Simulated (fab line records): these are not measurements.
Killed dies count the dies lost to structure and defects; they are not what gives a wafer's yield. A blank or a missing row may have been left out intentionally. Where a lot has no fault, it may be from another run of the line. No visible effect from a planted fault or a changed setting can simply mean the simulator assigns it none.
fab line records	flow n5-finfet
record: lots: 3	wafers: 9	last-day: 17
route steps=1938 shown HKMG_FIN@436 GATE_CUT@465 BEOL_M4@1111 PASSIVATION@1936
lots that met no fault: from a run of the same line without faults
start-h: the number of hours between the record's first day and the start of the first shown wafer of the lot	wait-h: hours from the lot's prior step to this one	" same as the row above	L1.1+2: a row that stands for several wafers	- value missing, or start not given	* or withheld: withheld	< > ~ a bound
route shown NAME@n: names a module that has steps shown in the file, with the first one's number in the route	usual: mean/standard deviation taken from wafers without a fault	same: alike in all rows	chamber/n: place in a boat	sites: per-site readings	_std_site: their standard deviation	_edge_site: the outer-site mean with the inner-site mean subtracted	radius-mm: for every site, how far away it sits from the centre of the wafer	mask NAME#n: copy n	behind: tool/chamber where the wafer was last shaped	hold: why the lot went on hold/how many hours it stayed there/how the hold came to an end	device: whichever transistor did not switch (one of n, p or np)	end of line: the route-end tests of the same wafers	a step with no rows: only its recipe	killed: not the wafer's yield, but the dies lost to structure and defects at the first sort	map: a wafer's dies, marking killed ones x, the rest . and places with no die _
set.NAME: the setting the step ran with; set.NAME@STEP: the setting that earlier step ran with	model.NAME: the simulator's own value behind a step, which no gauge read
lots at some steps of the route; a table a step, a row a wafer
services: when a tool's chamber went out of use (start-h, in hours from the record's first day, below 0 if earlier), for how many hours, and the reason
== steps ==
step: N5_HKMG_FIN_STRIP_33
recipe: chemistry: N2/H2	temp-c: 40	n2-flow-sccm: 200	h2-flow-sccm: 200	rf-frequency-hz: 6e+07
step: N5_HKMG_FIN_STRIP_34
recipe: chemistry: CF4	resist: SiARC	power-w: 300	bias-power-w: 75	pressure-mtorr: 50	cf4-flow-sccm: 150	rf-frequency-hz: 6e+07
step: N5_HKMG_FIN_ETCH_35
recipe: chemistry: N2/H2	target: SOC	target-depth-a: 2158	ion-energy-ev: 65	bias-w: 5	source-w: 3000	time-s: 243.4	pressure-mtorr: 30	n2-flow-sccm: 200	h2-flow-sccm: 200
step: N5_HKMG_FIN_STRIP_92
recipe: chemistry: N2/H2	material: SOC	time-s: 20	power-w: 500	temp-c: 40	pressure-mtorr: 50	rf-frequency-hz: 6e+07	bias-power-w: 8	h2-frac: 0.5	n2-flow-sccm: 300	h2-flow-sccm: 300
step: N5_HKMG_FIN_WET_ETCH_18
recipe: chemistry: SC1	target: TiN	mix: 1:1:5	temp-c: *	time-s: 55	target-depth-nm: 5.2	dry: ipa-marangoni	rinse-time-s: 30	rinse-temp-c: 23
step: N5_HKMG_FIN_STRIP_19
recipe: chemistry: N2/H2	power-w: 2500	temp-c: 300	h2-frac: 0.65	time-s: 360	pressure-mtorr: withheld	n2-flow-sccm: 1750	h2-flow-sccm: 3250
step: N5_HKMG_FIN_ALD_91
recipe: material: TiN	target-thk-a: 10	temp-c: 400	ald-precursor-family: TiCl4	ald-co-reactant: NH3	pulse-time-s: 1	purge-time-s: 3	co-reactant-purge-time-s: 2	co-reactant-pulse-time-s: 2	ald-cycles: 47	pressure-torr: 3
step: N5_HKMG_FIN_COAT_85
recipe: resist: SOC	temp-c: 250	time-s: 60	spin-rpm: 1500	resist-thk-nm: 300
step: N5_HKMG_FIN_ETCH_86
recipe: chemistry: N2/H2	target: SOC	target-depth-a: 3932	stop-on: TiN	ion-energy-ev: 100	bias-w: 61	pressure-mtorr: 30	source-w: 850	n2-flow-sccm: 200	h2-flow-sccm: 200
step: N5_HKMG_FIN_STRIP_89
recipe: chemistry: N2/H2	material: SOC	time-s: 20	power-w: 500	temp-c: 40	pressure-mtorr: 50	rf-frequency-hz: 6e+07	bias-power-w: 8	h2-frac: 0.5	n2-flow-sccm: 300	h2-flow-sccm: 300
step: N5_HKMG_FIN_WET_ETCH_87
recipe: chemistry: SC1	target: TiN	mix: 1:2:40	temp-c: 50	time-s: 154.2	target-depth-nm: 4.7	dry: ipa-marangoni	rinse-time-s: 30	rinse-temp-c: 23
step: N5_HKMG_FIN_STRIP_88
recipe: chemistry: N2/H2	power-w: 2500	temp-c: 300	h2-frac: 0.65	time-s: 360	pressure-mtorr: withheld	n2-flow-sccm: 1750	h2-flow-sccm: 3250
step: N5_HKMG_FIN_NWFM_ALD_20
recipe: material: TiAlC	target-thk-a: 20	temp-c: 300	ald-precursor-family: TiCl4	ald-co-reactant: TEA	pulse-time-s: 3	purge-time-s: 2	co-reactant-purge-time-s: 2	co-reactant-pulse-time-s: 10	ald-cycles: 7	pressure-torr: 3
usual: heater-power-w: 468/52	precursor-pulse-height-rel: 0.997/0.019	susceptor-temp-C: 299.99/0.21
same: co-reactant-pulse-time-s: 10
lot.wafer	tool	chamber	start-h	wait-h	heater-power-w	precursor-pulse-height-rel	susceptor-temp-C
L723.2	ald-metal-04	3	81.94	0.3	485	0.992	300.08
L723.3	"	0	"	"	425	1.047	299.96
L723.5	"	0	"	"	431	1.006	300.12
L734.1	ald-metal-04	0	143.64	0.3	449	0.973	309.10
L734.3	"	3	"	"	518	1.020	309.36
L734.6	"	1	"	"	494	0.997	309.04
L743.2	ald-metal-03	0	198.57	0.3	488	1.011	299.89
L743.3	"	1	"	"	439	1.026	300.24
L743.5	"	3	"	"	408	0.982	300.26
step: N5_HKMG_FIN_ALD_71
recipe: material: TiN	target-thk-a: 10	temp-c: 400	ald-precursor-family: TiCl4	ald-co-reactant: NH3	pulse-time-s: 1	purge-time-s: 3	co-reactant-purge-time-s: 2	co-reactant-pulse-time-s: 2	ald-cycles: 47	pressure-torr: 3
step: N5_HKMG_FIN_COAT_66
recipe: resist: SOC	temp-c: 250	time-s: 60	spin-rpm: 1500	resist-thk-nm: 300
step: N5_HKMG_FIN_ETCH_67
recipe: chemistry: N2/H2	target: SOC	target-depth-a: 3889	stop-on: TiN	ion-energy-ev: 100	bias-w: 61	pressure-mtorr: 30	source-w: 850	n2-flow-sccm: 200	h2-flow-sccm: 200
step: N5_HKMG_FIN_STRIP_90
recipe: chemistry: N2/H2	material: SOC	time-s: 20	power-w: 500	temp-c: 40	pressure-mtorr: 50	rf-frequency-hz: 6e+07	bias-power-w: 8	h2-frac: 0.5	n2-flow-sccm: 300	h2-flow-sccm: 300
step: N5_HKMG_FIN_WET_ETCH_73
recipe: chemistry: SC1	mix: 1:2:40	temp-c: 50	time-s: 42.3	target-depth-nm: 1.3	dry: ipa-marangoni	rinse-time-s: 30	rinse-temp-c: 23
step: N5_HKMG_FIN_ETCHBACK_68
recipe: chemistry: Cl2/Ar	stop-on: HfO2	target-depth-a: 5	pressure-mtorr: 10	icp-w: 600	bias-w: 60	Cl2_flow_sccm: 40	Ar_flow_sccm: 60
step: N5_HKMG_FIN_STRIP_69
recipe: chemistry: N2/H2	power-w: 2500	temp-c: 300	h2-frac: 0.65	time-s: 360	pressure-mtorr: withheld	n2-flow-sccm: 1750	h2-flow-sccm: 3250
step: N5_HKMG_FIN_ALD_21
recipe: material: TiN	target-thk-a: 15	temp-c: 400	ald-precursor-family: TiCl4	ald-co-reactant: NH3	pulse-time-s: 1	purge-time-s: 3	co-reactant-purge-time-s: 2	co-reactant-pulse-time-s: 2	ald-cycles: 68	pressure-torr: 3
step: N5_HKMG_FIN_ALD_72
recipe: material: W	target-thk-a: 20	temp-c: 300	pressure-torr: 7.5	ald-precursor-family: WF6	ald-co-reactant: B2H6	pulse-time-s: 1	purge-time-s: 2	co-reactant-purge-time-s: 2	co-reactant-pulse-time-s: 3	ald-cycles: 7
step: N5_HKMG_FIN_W_FILL_22
recipe: material: W	target-thk-a: 600	temp-c: 400	pressure-torr: 39.4	time-s: 18.2
step: N5_HKMG_FIN_PRECLEAN_83
recipe: chemistry: DIW	time-s: 57.5	temp-c: 23
step: N5_HKMG_FIN_SRD_84
recipe: dry-time-s: 32	dry: n2-spin	spin-rpm: 1500
step: N5_HKMG_FIN_CMP_23
recipe: stop-on: SiNx	t-overpolish-s: 10	post-cmp-clean: rinse-only	down-force-psi: 4	platen-rpm: 50.289	pad-velocity-m-s: 1.0006	target-thk-nm: 46.326
step: N5_HKMG_FIN_CMP_94
recipe: stop-on: SiNx	post-cmp-clean: w-dilute-nh4oh	t-overpolish-s: 4.7	down-force-psi: 4	platen-rpm: 50.289	pad-velocity-m-s: 1.0006	target-thk-nm: 43.299
step: N5_GATE_CUT_ETCHBACK_00
recipe: chemistry: SF6/Cl2	target: W	pressure-mtorr: 8	icp-w: 900	bias-w: 80	SF6_flow_sccm: 40	Cl2_flow_sccm: 60
step: N5_GATE_CUT_ETCH_56
recipe: chemistry: Cl2/Ar	target: TiN	target-depth-a: 216	pressure-mtorr: 10	icp-w: 600	bias-w: 60	Cl2_flow_sccm: 40	Ar_flow_sccm: 60
step: N5_GATE_CUT_ETCHBACK_30
recipe: chemistry: Cl2/Ar	target: TiN	target-depth-a: 30	mode: isotropic	pressure-mtorr: 10	icp-w: 600	bias-w: 60	Cl2_flow_sccm: 40	Ar_flow_sccm: 60
step: N5_GATE_CUT_VAPOR_ETCH_60
recipe: chemistry: BCl3/Cl2	target: HfO2	mode: isotropic
step: N5_GATE_CUT_ETCH_58
recipe: chemistry: CH3F/O2	target: SiNx	target-depth-a: 170	time-s: 128.6	ion-energy-ev: 50	pressure-mtorr: 30	source-w: 415	bias-w: 21	Ar_flow_sccm: 150	CH3F_flow_sccm: 30	O2_flow_sccm: 20
step: N5_GATE_CUT_STRIP_59
recipe: chemistry: N2/H2	time-s: 20	power-w: 100	temp-c: 40	pressure-mtorr: 100	rf-frequency-hz: 6e+07	bias-power-w: 3	n2-flow-sccm: 300	h2-flow-sccm: 300
step: N5_GATE_CUT_PRECLEAN_31
recipe: temp-c: 23	chemistry: DIW	time-s: 300
step: N5_GATE_CUT_SRD_32
recipe: time-s: 30	temp-c: 23	rinse-liquid: diw	dry: ipa-marangoni
step: N5_GATE_CUT_SAC_CAP_01
recipe: material: SiNx	target-thk-a: 240	temp-c: 400	ald-precursor-family: SiH2I2	ald-co-reactant: N2/H2-plasma	pulse-time-s: 1	ald-cycles: 480	purge-time-s: 2	co-reactant-purge-time-s: 2	pressure-torr: 2
step: N5_GATE_CUT_PECVD_57
recipe: material: SiNx	target-thk-a: 210	temp-c: 400	precursor: SiH4/NH3/N2	pressure-torr: 1.5	rf-w: 300
step: N5_GATE_CUT_CMP_02
recipe: stop-on: SiO2	t-overpolish-s: 12.7	post-cmp-clean: alkaline-brush	down-force-psi: 2.5	platen-rpm: 51.8	pad-velocity-m-s: 1.0307	target-thk-nm: 0
step: N5_GATE_CUT_HM_DEP_46
recipe: material: SiO2	target-thk-a: 1300	temp-c: 400	precursor: TEOS/O2	pressure-torr: 6.5	rf-w: 900	teos-flow-sccm: 161.4	gas: O2	flow-sccm: 2650	time-s: 26.6
step: N5_BEOL_M4_RC_MEAS_101
usual: DIBL_N: 36.3/2	DIBL_P: 36.3/2.4	IOFF_N: 0.16/0.034	IOFF_N_85C: 3.1/0.55	IOFF_N_LIN: 0.073/0.012	IOFF_N_LONG: 5.45e-05/2.3e-06	IOFF_P: 0.21/0.035	ION_N: 672/12	ION_P: 459/6.5	SS_N: 71.6/0.67	SS_P: 73.3/0.71	VT_N: 250/3.5	VT_N_LONG: 275.3/2	VT_N_LVT: 99/3.5	VT_P: -251/3
lot.wafer	tool	chamber	start-h	wait-h	DIBL_N[mV/V]	DIBL_P[mV/V]	IOFF_N[nA/um]	IOFF_N_85C[nA/um]	IOFF_N_LIN[nA/um]	IOFF_N_LONG[nA/um]	IOFF_P[nA/um]	ION_N[uA/um]	ION_P[uA/um]	SS_N[mV/dec]	SS_P[mV/dec]	VT_N[mV]	VT_N_LONG[mV]	VT_N_LVT[mV]	VT_P[mV]
L723.2	prober-02	0	168.59	0.2	39.1	37.4	0.18	3.5	0.081	5.49e-05	0.24	670	462	72.4	72.9	248	275.6	95	-247
L723.3	"	0	"	"	35.9	33.7	0.13	2.7	0.066	5.66e-05	0.18	685	467	70.7	73.0	252	274.7	98	-249
L723.5	"	0	"	"	34.6	32.9	0.11	2.4	0.056	5.5e-05	0.17	648	453	70.7	72.7	255	274.9	103	-252
L734.1	prober-01	0	255.59	0.0	36.2	38.1	0.30	5.2	0.137	8.57e-05	0.19	705	449	72.1	73.3	233	261.1	80	-252
L734.3	"	0	"	"	37.3	39.0	0.34	5.7	0.154	8.57e-05	0.21	716	458	72.2	73.6	232	258.2	80	-253
L734.6	"	0	"	"	34.6	35.8	0.23	4.2	0.111	8.58e-05	0.16	694	449	71.1	71.8	238	260.8	86	-257
L743.2	prober-02	0	296.36	0.2	33.6	32.7	0.13	2.7	0.065	5.95e-05	0.16	674	456	71.3	72.5	251	273.7	99	-253
L743.3	"	0	"	"	35.7	35.4	0.17	3.2	0.079	5.89e-05	0.19	684	458	71.8	72.8	247	270.2	95	-251
L743.5	"	0	"	"	36.7	37.5	0.20	3.7	0.092	6e-05	0.22	695	467	72.5	73.0	244	268.5	94	-249
step: N5_PASSIVATION_PROBE_49
usual: defect-limited-yield: 91.4/1.5	killed_at_M0_to_M3: 33/11	killed_at_M4_up: 14/5.3	killed-at-contacts: 13/6.2	killed-at-front-end: 39/13	killed-at-other: 3.1/2.8	killed-dies: 102/17	killed-open: 68/13	killed-short: 32/7.8	sort_bin_4_leakage: 0.00/0.007	sort_bin_5_function: 5.1/0.95	sort_bin_6_memory: 3.2/0.7	sort-n-pass: 1078/18	sort-yield-pct: 91.3/1.5
same: gross-dies: 1180	killed-at-back-side: 0	sort_bin_8_speed[%]: 0
lot.wafer	tool	chamber	start-h	wait-h	defect-limited-yield[%]	killed_at_M0_to_M3	killed_at_M4_up	killed-at-contacts	killed-at-front-end	killed-at-other	killed-dies	killed-open	killed-short	sort_bin_4_leakage[%]	sort_bin_5_function[%]	sort_bin_6_memory[%]	sort-n-pass	sort-yield-pct[%]
L723.2	prober-01	-	274.52	0.1	93.8	20	9	10	33	1	73	47	26	0	3.8	2.2	1107	93.8
L723.3	prober-01	-	274.57	0.1	92.5	21	16	17	34	0	88	59	29	0	3.6	3.6	1092	92.5
L723.5	prober-01	-	274.67	0.2	94.7	23	13	5	15	6	62	36	25	0	3.3	1.5	1118	94.7
L734.1	prober-02	-	359.14	0.0	91.4	16	18	19	46	2	101	69	32	0.59	5.0	3.2	1072	90.8
L734.3	prober-02	-	359.24	0.1	90.0	24	17	14	58	5	118	68	46	3.05	5.6	3.8	1026	86.9
L734.6	prober-02	-	359.39	0.3	92.1	21	19	16	29	8	93	55	30	0	4.2	3.0	1087	92.1
L743.2	prober-01	-	404.55	0.1	90.6	17	15	29	50	0	111	76	35	0	5.8	3.4	1069	90.6
L743.3	prober-01	-	404.60	0.1	91.6	31	20	10	37	1	99	61	36	0	4.5	3.4	1081	91.6
L743.5	prober-01	-	404.70	0.2	92.6	21	13	11	42	0	87	51	34	0	4.9	2.1	1093	92.6
killed by level:class
L723.2 MOL_CONTACT_COAG:geometric-particle:open=8 FIN_SAQP:geometric-particle:short=7 STI_FIN_REVEAL:geometric-particle:open=7 DUMMY_GATE:geometric-particle:open=6 FIN_SAQP:geometric-particle:open=5 BEOL_M3:geometric-particle:open=3 BEOL_M0:geometric-particle:open=3 BEOL_M1:geometric-particle:open=3
L723.3 MOL_CONTACT_COAG:geometric-particle:open=16 DUMMY_GATE:geometric-particle:open=7 BEOL_M0_SAQP:geometric-particle:short=6 BEOL_M3:geometric-particle:open=6 FIN_SAQP:geometric-particle:open=5 DUMMY_GATE:geometric-particle:short=5 GATE_CUT:geometric-particle:short=4 BEOL_M2:geometric-particle:open=4
L723.5 BEOL_M0_SAQP:geometric-particle:short=6 MOL_CONTACT_COAG:geometric-particle:open=4 BEOL_M2:geometric-particle:open=4 BEOL_M5:geometric-particle:open=4 BEOL_M1:geometric-particle:open=4 BEOL_M4:geometric-particle:open=4 FIN_SAQP:geometric-particle:open=3 BEOL_M0_SAQP:geometric-particle:open=3
L734.1 STI_FIN_REVEAL:geometric-particle:open=12 MOL_CONTACT_COAG:geometric-particle:open=11 FIN_SAQP:geometric-particle:open=8 BEOL_M4:geometric-particle:open=8 MOL_CONTACT_COAG:geometric-particle:short=8 FIN_SAQP:geometric-particle:short=4 GATE_CUT:geometric-particle:open=4 BEOL_M1:geometric-particle:open=4
L734.3 FIN_SAQP:geometric-particle:short=20 MOL_CONTACT_COAG:geometric-particle:open=12 STI_FIN_REVEAL:geometric-particle:open=9 FIN_SAQP:geometric-particle:open=7 BEOL_M3:geometric-particle:open=6 BEOL_M2:geometric-particle:open=5 BEOL_M4:geometric-particle:open=5 DUMMY_GATE:geometric-particle:open=4
L734.6 MOL_CONTACT_COAG:geometric-particle:open=11 BEOL_M4:geometric-particle:open=9 HKMG_FIN:area-etch=6 MIM_TOP_ETCH:geometric-particle:short=5 MOL_CONTACT_COAG:geometric-particle:short=5 BEOL_M2:geometric-particle:open=5 BEOL_M0_SAQP:geometric-particle:short=4 BEOL_M3:geometric-particle:open=4
L743.2 MOL_CONTACT_COAG:geometric-particle:open=26 FIN_SAQP:geometric-particle:open=13 FIN_SAQP:geometric-particle:short=7 STI_FIN_REVEAL:geometric-particle:open=7 DUMMY_GATE:geometric-particle:open=7 BEOL_M0_SAQP:geometric-particle:open=7 GATE_CUT:geometric-particle:short=5 BEOL_M0_SAQP:geometric-particle:short=5
L743.3 BEOL_M0_SAQP:geometric-particle:short=11 STI_FIN_REVEAL:geometric-particle:open=9 BEOL_M4:geometric-particle:open=9 FIN_SAQP:geometric-particle:short=8 MOL_CONTACT_COAG:geometric-particle:open=8 BEOL_M0_SAQP:geometric-particle:open=8 FIN_SAQP:geometric-particle:open=5 BEOL_M3:geometric-particle:open=5
L743.5 STI_FIN_REVEAL:geometric-particle:open=10 BEOL_M0_SAQP:geometric-particle:open=8 MOL_CONTACT_COAG:geometric-particle:open=8 FIN_SAQP:geometric-particle:open=5 FIN_SAQP:geometric-particle:short=4 STI_FIN_REVEAL:geometric-particle:short=4 ILD0:geometric-particle:short=4 GATE_CUT:geometric-particle:short=4
map L734.3 (x killed, . not)
_________________......x.....________________
______________............x....x_____________
___________.....................x..__________
__________x........x..x............._________
________...xx.x.......xx....x........._______
_______.....x.......x...........x....x.______
______.x..............x.x.......x......._____
_____x.............x...x.x.....x.........____
____............x..x..x...............x.x.___
___.x..x.x........x......x........x........__
___x......x.....x...........xx...x.......x.__
__.....x...x.............x.x................_
__...x.....................x...x.......x...._
_.........x.......x...............x..........
_.........x..........x..x.xx........x........
_...x........xx..............x..x............
_............................................
_.............x.......................x......
_........x...x......x........................
_.x.x..................x.....x..x............
_..x..x............x....x.x.........x........
__..x...x....x.............................._
__...................................x......_
___...................................x....__
___..x..............x......................__
____x............x...............x.......x___
_____.x....x...x..........x.....x........____
______.......x...x....xxx.............x._____
_______..................x...x.........______
________......xx.....x.........x......_______
__________.x.....xx................x_________
___________.............x..........__________
______________.x.x........x....._____________
_________________............________________
map L723.3 (x killed, . not)
_________________...x...x..x.________________
______________.................._____________
___________................x.......__________
__________...x..xx.................._________
________..x..........................._______
_______x...........x.xx................______
______...............................x.._____
_____.......................x....x.......____
____...............................x......___
___.........x..x..x............x.x....x....__
___.x...............x....xx................__
__............x..........................x.._
__.............x......x......x....x........._
_.....x...x..................x.....x.........
_......x................x....................
_.......x..............x..x........x.........
_................................x...........
_.................x...............x..x..x....
_..........................x.................
_............................................
_..x.x.x..x.....x....................x.......
__x.........x................x.............._
__...................x.x.x.......x........xx_
___x...................................x...__
___.......x..x.........x......x............__
____........................xxx...x....xx.___
_____x.........................x.........____
______.......................x.........._____
_______....x.x............x.......x....______
________......x.................x....._______
__________........................x._________
___________......x.................__________
______________x................._____________
_________________x...........________________
== services ==
tool	chamber	start-h	hours	kind
ald-metal-04	1	75.55	3.7	repair
ald-metal-03	1	98.43	5.5	repair
ald-metal-03	-	178.80	1.6	repair
ald-metal-04	0	188.48	10.4	repair
== key ==
first-sign: step: N5_HKMG_FIN_NWFM_ALD_20	reading: susceptor-temp-C	direction: up	sigmas: 44	usual: *	struck: *
effect: step: N5_BEOL_M4_RC_MEAS_101	reading: IOFF_N_LONG	direction: up	sigmas: 14	usual: 5.45e-05	struck: 8.57e-05
effect: step: N5_BEOL_M4_RC_MEAS_101	reading: VT_N_LONG	direction: down	sigmas: 7.6	usual: 275.3	struck: 260.0
effect: step: N5_BEOL_M4_RC_MEAS_101	reading: IOFF_N_LIN	direction: up	sigmas: 5	usual: 0.073	struck: 0.134
effect: step: N5_BEOL_M4_RC_MEAS_101	reading: VT_N_LVT	direction: down	sigmas: 4.8	usual: 99	struck: 82
effect: step: N5_BEOL_M4_RC_MEAS_101	reading: VT_N	direction: down	sigmas: 4.6	usual: 250	struck: 234
effect: step: N5_BEOL_M4_RC_MEAS_101	reading: IOFF_N	direction: up	sigmas: 3.7	usual: 0.16	struck: 0.29
effect: step: N5_BEOL_M4_RC_MEAS_101	reading: IOFF_N_85C	direction: up	sigmas: 3.5	usual: 3.1	struck: 5.1
effect: step: N5_BEOL_M4_RC_MEAS_101	reading: ION_N	direction: up	sigmas: 2.8	usual: 672	struck: 705
effect: step: N5_PASSIVATION_PROBE_49	reading: sort_bin_4_leakage	direction: up	sigmas: 14	usual: 0.00	struck: 1.21	wafers-moved: 2
met-at N5_HKMG_FIN_NWFM_ALD_20
struck-wafers L734.1,L734.3,L734.6
onset-between 81.94 143.64
fault: kind: process-parameter-drift	tool: ald-metal-04	chamber: -	onset-h: 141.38	steps: N5_HKMG_FIN_NWFM_ALD_20	channel: temp-c	offset: *	shape: step	end-h: 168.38	acts-in: *	stated: *
